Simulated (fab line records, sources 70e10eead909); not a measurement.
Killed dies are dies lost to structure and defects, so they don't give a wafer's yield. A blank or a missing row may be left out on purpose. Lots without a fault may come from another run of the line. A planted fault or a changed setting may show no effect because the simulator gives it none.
fab line records | flow nand_harc
record lots=5 wafers=15 last_day=33
route steps=1302 shown P_ZERO_WELL@68 P_STI@69
lots that met no fault: from a run of the same line without faults
start_h: hours from the record's first day to the start of the lot's first wafer shown | wait_h: hours since the lot's step before | " the same as in the row above | L1.1+2: a row that stands for several wafers | - no value, or no start given | * or withheld: withheld | < > ~ a bound
route shown NAME@n: a module of which the file shows steps, and the number in the route of the first | usual: mean/standard deviation of fault-free wafers | same: alike in all rows | chamber/n: place in a boat | sites: the reading at each site | _std_site: their standard deviation | _edge_site: outer sites' mean less inner sites' | radius_mm: how far each site lies from the wafer's centre | mask NAME#n: copy n | behind: the tool/chamber that last shaped the wafer | hold: why the lot was held/for how many hours/how that ended | device: the transistor (n, p or np) that didn't switch | end of line: the same wafers' tests at the end of the route | a step without rows: its recipe alone | killed: dies lost to structure and defects at the first sort, not the wafer's yield | map: a wafer's dies, x killed, . not, _ none there
set.NAME: the setting as run; set.NAME@STEP: as run at that earlier step | model.NAME: the simulator's own value behind a step, which no gauge read
lots at some steps of the route; a table a step, a row a wafer
services: from which hour (start_h, from the record's first day; less than 0 if before it) a tool's chamber was out of use, for how many hours, and why
## steps
# step NHARC_P_ZERO_WELL_INSPECT_43
# usual raw_defect_count=12/5.9
# columns lot.wafer tool chamber start_h wait_h raw_defect_count
L236.4 defect_inspect-02 - 57.90 0.2 17
L236.5 " - " " 11
L236.6 " - " " 11
L237.3 defect_inspect-02 - 67.69 0.4 11
L237.5 " - " " 5
L237.6 " - " " 10
L244.3 defect_inspect-02 - 137.56 0.3 12
L244.5 " - " " 7
L244.6 " - " " 15
L254.2 defect_inspect-01 - 237.54 0.5 9
L254.4 " - " " 16
L254.5 " - " " 5
L255.1 defect_inspect-01 - 247.49 0.6 9
L255.3 " - " " 8
L255.6 " - " " 6
# step NHARC_P_STI_ETCH_26
# recipe target_depth_a=110 chemistry=dHF material=SiO2
# step NHARC_P_STI_PRECLEAN_27
# recipe time_s=* temp_c=50 bath_age_min=0 chemistry=SC1
# step NHARC_P_STI_SRD_28
# step NHARC_P_STI_OXIDE_29
# recipe target_thk_a=100 temp_c=900 ox_time_s=1362 material=SiO2
# step NHARC_P_STI_HM_DEP_30
# recipe target_thk_a=800 temp_c=790 pressure_mtorr=300 time_s=873 material=Si3N4
# step NHARC_P_STI_DEHYDRATE_01
# recipe temp_c=150 time_s=120
# step NHARC_P_STI_HMDS_02
# recipe time_s=30
# step NHARC_P_STI_COAT_41
# recipe temp_c=200 time_s=65
# step NHARC_P_STI_COAT_03
# recipe spin_rpm=2000 resist_thk_nm=600
# step NHARC_P_STI_SOFTBAKE_04
# recipe temp_c=125 time_s=70
# step NHARC_P_STI_EBR_05
# step NHARC_P_STI_EXPOSE_06
# recipe na=0.55 target_cd_nm=200 dose_mj=37.69 mask_id=P_STI
# columns lot.wafer tool chamber start_h wait_h mask
L236.4+5+6 krf_scanner-03 0 74.24 - P_STI#0
L237.3+5+6 krf_scanner-02 0 83.87 - P_STI#0
L244.3+5+6 krf_scanner-02 0 157.93 - P_STI_R1#0
L254.2+4+5 krf_scanner-03 0 252.56 - P_STI#0
L255.1+3+6 krf_scanner-02 0 263.91 - P_STI#0
# step NHARC_P_STI_PEB_07
# recipe peb_temp_c=128 peb_time_s=80
# step NHARC_P_STI_DEVELOP_08
# recipe time_s=50 dev_temp_c=22
# step NHARC_P_STI_CD_MEAS_09
# recipe target_cd_nm=200 landing_energy_ev=500
# usual cd_nm=199.6/2.3
# columns lot.wafer tool chamber start_h wait_h cd_nm
L236.4 cd_sem-01 0 74.39 - 200.6
L236.5 " 0 " " 197.9
L236.6 " 0 " " 200.1
L237.3 cd_sem-01 0 84.02 - 199.6
L237.5 " 0 " " 200.9
L237.6 " 0 " " 196.5
L244.3 cd_sem-01 0 158.07 - 208.6
L244.5 " 0 " " 207.0
L244.6 " 0 " " 207.8
L254.2 cd_sem-01 0 252.71 - 200.2
L254.4 " 0 " " 197.6
L254.5 " 0 " " 199.0
L255.1 cd_sem-03 0 264.06 - 198.9
L255.3 " 0 " " 200.7
L255.6 " 0 " " 200.1
# step NHARC_P_STI_OVL_MEAS_10
# usual overlay_x_nm=3/5.3 overlay_y_nm=0/6.2
# columns lot.wafer tool chamber start_h wait_h overlay_x_nm overlay_y_nm
L236.4 overlay-01 - 74.47 - 3 0
L236.5 " - " " 1 0
L236.6 " - " " 2 0
L237.3 overlay-02 - 84.10 - 5 -3
L237.5 " - " " 5 -4
L237.6 " - " " 5 -3
L244.3 overlay-01 - 158.16 - 6 3
L244.5 " - " " 6 3
L244.6 " - " " 6 3
L254.2 overlay-01 - 252.80 - 13 -2
L254.4 " - " " 13 -1
L254.5 " - " " 13 0
L255.1 overlay-01 - 264.15 - 3 -7
L255.3 " - " " 3 -7
L255.6 " - " " 3 -7
# step NHARC_P_STI_INSPECT_11
# usual raw_defect_count=5.7/2.9
# columns lot.wafer tool chamber start_h wait_h raw_defect_count
L236.4 defect_inspect-02 - 74.51 0.0 6
L236.5 " - " " 6
L236.6 " - " " 8
L237.3 defect_inspect-02 - 84.14 0.0 3
L237.5 " - " " 13
L237.6 " - " " 10
L244.3 defect_inspect-02 - 158.19 0.0 4
L244.5 " - " " 4
L244.6 " - " " 1
L254.2 defect_inspect-02 - 252.83 0.0 5
L254.4 " - " " 4
L254.5 " - " " 4
L255.1 defect_inspect-02 - 264.19 0.0 3
L255.3 " - " " 2
L255.6 " - " " 0
# step NHARC_P_STI_HARDBAKE_13
# recipe temp_c=118 time_s=65
# step NHARC_P_STI_DESCUM_14
# recipe time_s=3 o2_flow_sccm=200 ar_flow_sccm=0 bias_power_w=0 chemistry=O2
# usual drypump_motor_current_A=5.7/0.52 oes_product_au=1.003/0.012 rf_vpp_V=57.8/0.83 showerhead_plenum_p_Torr=1.93/0.066 throttle_valve_pct=11.311/0.01
# same time_s=3
# columns lot.wafer tool chamber start_h wait_h drypump_motor_current_A oes_product_au rf_hours_counter_h rf_vpp_V showerhead_plenum_p_Torr throttle_valve_pct model.P_STI.cd_nm
L236.4 rie_diel-10 0 74.66 - 5.9 0.998 0 57.4 1.88 11.315 201.5
L236.5 " 2 " " 5.2 1.001 - 58.2 2.03 11.323 197.5
L236.6 " 3 " " 5.9 1.003 - 57.3 1.86 11.311 200.2
L237.3 rie_diel-10 0 84.29 - 6.0 0.992 0 56.3 1.88 11.293 200.5
L237.5 " 2 " " 5.2 1.004 - 58.0 2.03 11.307 201.2
L237.6 " 3 " " 5.9 1.011 - 55.9 1.86 11.325 196.6
L244.3 rie_diel-09 0 158.33 - 5.7 1.014 0 57.7 1.90 11.304 208.7
L244.6 " 0 " " 5.7 1.014 - 59.3 1.90 11.324 207.4
L244.5 " 1 " " 6.3 0.987 - 59.0 2.04 11.287 207.1
L254.4 rie_diel-12 3 252.97 - 6.6 1.020 9 58.8 1.94 11.309 197.8
L254.2 " 0 " " 5.1 1.001 8 57.7 1.98 11.323 199.9
L254.5 " 0 " " 5.1 1.005 - 58.7 1.98 11.315 198.9
L255.3 rie_diel-09 3 264.32 - 4.9 1.001 3 57.5 1.88 11.325 200.8
L255.1 " 1 " " 6.3 0.995 5 58.2 2.04 11.299 199.7
L255.6 " 0 " " 5.7 1.007 - 58.0 1.90 11.319 200.7
# step NHARC_P_STI_ETCH_42
# recipe target_depth_a=800 overetch_a=240 time_s=61 ion_energy_ev=200 n2_flow_sccm=150 h2_flow_sccm=150 ar_flow_sccm=0 rf_w=400 bias_w=150 chemistry=N2/H2
# usual drypump_motor_current_A=5.7/0.52 oes_product_au=1.003/0.011 rf_fwd_power_W=395.4/1.7 rf_vpp_V=431.0/2.2 showerhead_plenum_p_Torr=2.06/0.074 throttle_valve_pct=14.172/0.0089
# same time_s=61
# columns lot.wafer tool chamber start_h wait_h drypump_motor_current_A oes_product_au rf_fwd_power_W rf_hours_counter_h rf_vpp_V showerhead_plenum_p_Torr throttle_valve_pct
L236.4 rie_diel-10 0 74.74 0.1 6.0 0.994 393.8 0 429.2 2.00 14.170
L236.5 " 2 " " 5.3 1.001 395.7 - 433.8 2.17 14.170
L236.6 " 3 " " 6.0 1.010 398.2 - 428.2 1.98 14.159
L237.3 rie_diel-12 0 84.39 0.1 5.1 1.009 398.2 10 433.7 2.12 14.192
L237.5 " 2 " " 6.2 0.998 395.3 - 428.9 1.97 14.172
L237.6 " 3 " " 6.5 1.010 394.3 - 432.2 2.07 14.174
L244.3 rie_diel-09 1 158.41 0.1 6.3 0.989 396.0 0 434.2 2.18 14.167
L244.6 " 1 " " 6.3 0.996 395.2 - 435.0 2.18 14.161
L244.5 " 2 " " 5.3 1.000 394.2 - 432.3 2.14 14.166
L254.4 rie_diel-12 2 253.05 0.1 6.2 0.983 391.7 9 430.0 1.96 14.174
L254.2 " 1 " " 6.1 1.007 397.8 9 430.9 2.02 14.168
L254.5 " 3 " " 6.6 1.028 393.2 - 431.8 2.06 14.171
L255.1 rie_diel-09 1 264.41 0.1 6.3 0.999 394.1 5 435.4 2.17 14.186
L255.3 " 0 " " 5.7 1.014 396.0 4 429.7 2.02 14.180
L255.6 " 1 " " 6.3 1.007 396.0 - 435.1 2.17 14.175
# step NHARC_P_STI_ETCH_31
# recipe target_depth_a=1089 time_s=54.5 cf4_flow_sccm=100 chf3_flow_sccm=30 ar_flow_sccm=0 rf_w=500 bias_w=200 chemistry=CF4/CHF3
# usual drypump_motor_current_A=5.7/0.53 oes_product_au=0.968/0.016 rf_fwd_power_W=493.7/2.3 rf_vpp_V=371.0/1.9 showerhead_plenum_p_Torr=1.58/0.052 throttle_valve_pct=16.802/0.0089
# same time_s=54.5
# columns lot.wafer tool chamber start_h wait_h drypump_motor_current_A oes_product_au rf_fwd_power_W rf_hours_counter_h rf_vpp_V showerhead_plenum_p_Torr throttle_valve_pct
L236.4 rie_diel-10 2 - - 5.3 0.956 497.0 0 374.1 1.66 16.799
L236.6 " 0 " " 6.0 0.966 492.1 - 370.0 1.55 16.799
L236.5 " 1 " " 5.1 0.968 489.2 - 369.0 1.54 16.800
L237.3 rie_diel-12 2 - - 6.1 0.981 491.4 12 368.4 1.52 16.796
L237.6 " 2 " " 6.2 0.978 494.3 - 368.3 1.52 16.798
L237.5 " 3 " " 6.5 0.998 495.4 - 370.8 1.59 16.788
L244.3 rie_diel-09 0 - - 5.7 0.959 494.5 0 369.2 1.56 16.811
L244.6 " 1 " " 6.3 0.946 489.8 - 374.4 1.67 16.808
L244.5 " 2 " " 5.3 0.972 492.9 - 372.0 1.64 16.784
L254.4 rie_diel-12 2 - - 6.2 0.961 493.5 9 368.8 1.52 16.782
L254.2 " 3 " " 6.5 0.985 495.8 9 371.1 1.59 16.813
L254.5 " 1 " " 6.2 0.990 497.9 - 371.1 1.56 16.791
L255.1 rie_diel-09 2 - - 5.3 0.976 490.0 5 373.8 1.64 16.800
L255.3 " 0 " " 5.7 0.972 492.3 4 370.2 1.56 16.781
L255.6 " 2 " " 5.3 0.985 492.2 - 373.9 1.64 16.790
# step NHARC_P_STI_ETCH_15
# recipe target_depth_a=3000 taper_deg=4 time_s=100.1 hbr_flow_sccm=150 cl2_flow_sccm=50 rf_w=400 icp_w=400 bias_w=100 chemistry=HBr/Cl2
# usual drypump_motor_current_A=5.7/0.62 oes_product_au=0.998/0.0081 rf_fwd_power_W=397.7/1.3 throttle_valve_pct=26.406/0.009
# same time_s=100.1
# columns lot.wafer tool chamber start_h wait_h drypump_motor_current_A oes_product_au rf_fwd_power_W rf_hours_counter_h throttle_valve_pct model.P_STI.cd_nm
L236.4 rie_si-05 1 74.95 - 6.0 1.012 396.3 0.75 26.398 201.3
L236.5 " 3 " " 4.7 0.977 395.7 - 26.395 197
L236.6 " 0 " " 6.1 1.002 396.0 - 26.410 199.1
L237.3 rie_si-04 0 84.57 - 6.5 1.006 396.6 0.56 26.401 201
L237.5 " 0 " " 6.5 0.995 397.7 - 26.400 202.3
L237.6 " 1 " " 6.5 0.989 398.2 - 26.402 196.8
L244.3 rie_si-05 1 158.60 - 6.0 1.003 399.3 0.09 26.411 208
L244.6 " 1 " " 6.0 1.000 398.1 - 26.397 206.7
L244.5 " 2 " " 6.3 0.992 394.7 - 26.406 205.7
L254.2 rie_si-04 1 253.28 - 6.5 0.999 397.6 0.50 26.396 200.1
L254.4 " 2 " " 5.3 1.003 396.7 0.46 26.398 196.7
L254.5 " 0 " " 6.5 0.994 397.6 - 26.410 199.9
L255.3 rie_si-04 2 264.61 - 5.3 1.008 396.9 0.55 26.401 199.6
L255.1 " 0 " " 6.5 1.006 399.5 0.72 26.404 199
L255.6 " 1 " " 6.5 1.011 397.7 - 26.422 199.6
# step NHARC_P_STI_CD_MEAS_16
# usual cd_nm=199.1/2.5
# columns lot.wafer tool chamber start_h wait_h cd_nm
L236.4 cd_sem-02 - 75.09 - 201.2
L236.5 " - " " 196.6
L236.6 " - " " 199.2
L237.3 cd_sem-01 - 84.77 - 201.1
L237.5 " - " " 202.3
L237.6 " - " " 196.3
L244.3 cd_sem-01 - 158.77 - 207.9
L244.5 " - " " 205.6
L244.6 " - " " 207.0
L254.2 cd_sem-03 - 253.42 - 200.0
L254.4 " - " " 196.4
L254.5 " - " " 199.7
L255.1 cd_sem-03 - 264.76 - 199.0
L255.3 " - " " 199.1
L255.6 " - " " 199.9
# step NHARC_P_STI_OCD_MEAS_17
# usual trench_depth_nm=300/3.3 trench_foot_cd_nm=157.6/2.3
# columns lot.wafer tool chamber start_h wait_h trench_depth_nm trench_foot_cd_nm
L236.4 ocd-02 - 75.17 0.1 304 158.1
L236.5 " - " " 293 156.4
L236.6 " - " " 300 158.5
L237.3 ocd-01 - 84.85 0.1 303 157.3
L237.5 " - " " 301 158.8
L237.6 " - " " 295 155.1
L244.3 ocd-02 - 158.86 0.1 300 166.9
L244.5 " - " " 298 164.9
L244.6 " - " " 299 165.1
L254.2 ocd-01 - 253.52 0.1 302 157.7
L254.4 " - " " 301 155.9
L254.5 " - " " 300 157.4
L255.1 ocd-02 - 264.85 0.1 303 156.4
L255.3 " - " " 304 157.6
L255.6 " - " " 305 157.6
# step NHARC_P_STI_STRIP_19
# recipe time_s=900 temp_c=130 chemistry=SPM
## services
# columns tool chamber start_h hours kind
krf_scanner-03 - 52.00 4.0 pm
rie_diel-10 - 65.50 9.0 pm
krf_scanner-03 - 77.76 0.5 repair
rie_si-04 2 79.17 13.6 repair
rie_diel-12 - 91.40 9.0 pm
krf_scanner-02 - 94.00 4.0 pm
rie_diel-09 - 99.61 2.6 repair
rie_si-05 1 110.84 5.6 repair
rie_si-05 2 113.76 32.4 repair
rie_diel-12 0 116.86 7.5 repair
rie_si-05 - 128.00 9.0 pm
rie_si-05 - 137.26 2.1 repair
rie_diel-09 - 143.10 9.0 pm
krf_scanner-02 - 159.04 0.8 repair
rie_diel-10 3 162.04 31.1 repair
rie_si-04 - 165.00 9.0 pm
rie_diel-12 3 165.12 2.9 repair
krf_scanner-02 - 215.09 0.6 repair
rie_si-05 3 216.71 3.3 repair
rie_diel-09 - 219.84 3.3 repair
rie_diel-09 3 232.31 15.8 repair
rie_diel-09 0 240.68 4.2 repair
rie_diel-10 - 242.50 9.0 pm
rie_diel-12 2 254.69 1.7 repair
## key
first_sign step=NHARC_P_STI_EXPOSE_06 reading=mask direction=changed
effect step=NHARC_P_STI_CD_MEAS_09 reading=cd_nm direction=up sigmas=3.5 usual=199.6 struck=207.8
effect step=NHARC_P_STI_CD_MEAS_16 reading=cd_nm direction=up sigmas=3.1 usual=199.1 struck=206.8
effect step=NHARC_P_STI_OCD_MEAS_17 reading=trench_foot_cd_nm direction=up sigmas=3.4 usual=157.6 struck=165.6
model_effect step=NHARC_P_STI_DESCUM_14 value=P_STI.cd_nm without=200.5 struck=207.8
model_effect step=NHARC_P_STI_ETCH_15 value=P_STI.cd_nm without=199.6 struck=206.8
met_at NHARC_P_STI_EXPOSE_06
struck_wafers L244.3,L244.5,L244.6
tester_left_out L244
onset_between 83.87 157.93
fault kind=wrong_mask tool=any chamber=- onset_h=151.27 steps=NHARC_P_STI_EXPOSE_06 aux_copy=P_STI_R1#0 cd_offset_nm=7.2348 scope=struck_lots_only
# tester_left_out: of these lots the tester's yield and bins aren't shown, on N5 and GAA mostly nor the transistor test; their killed dies are dies lost to structure and defects alone, not to doping, threshold or leakage, so they don't give the yield
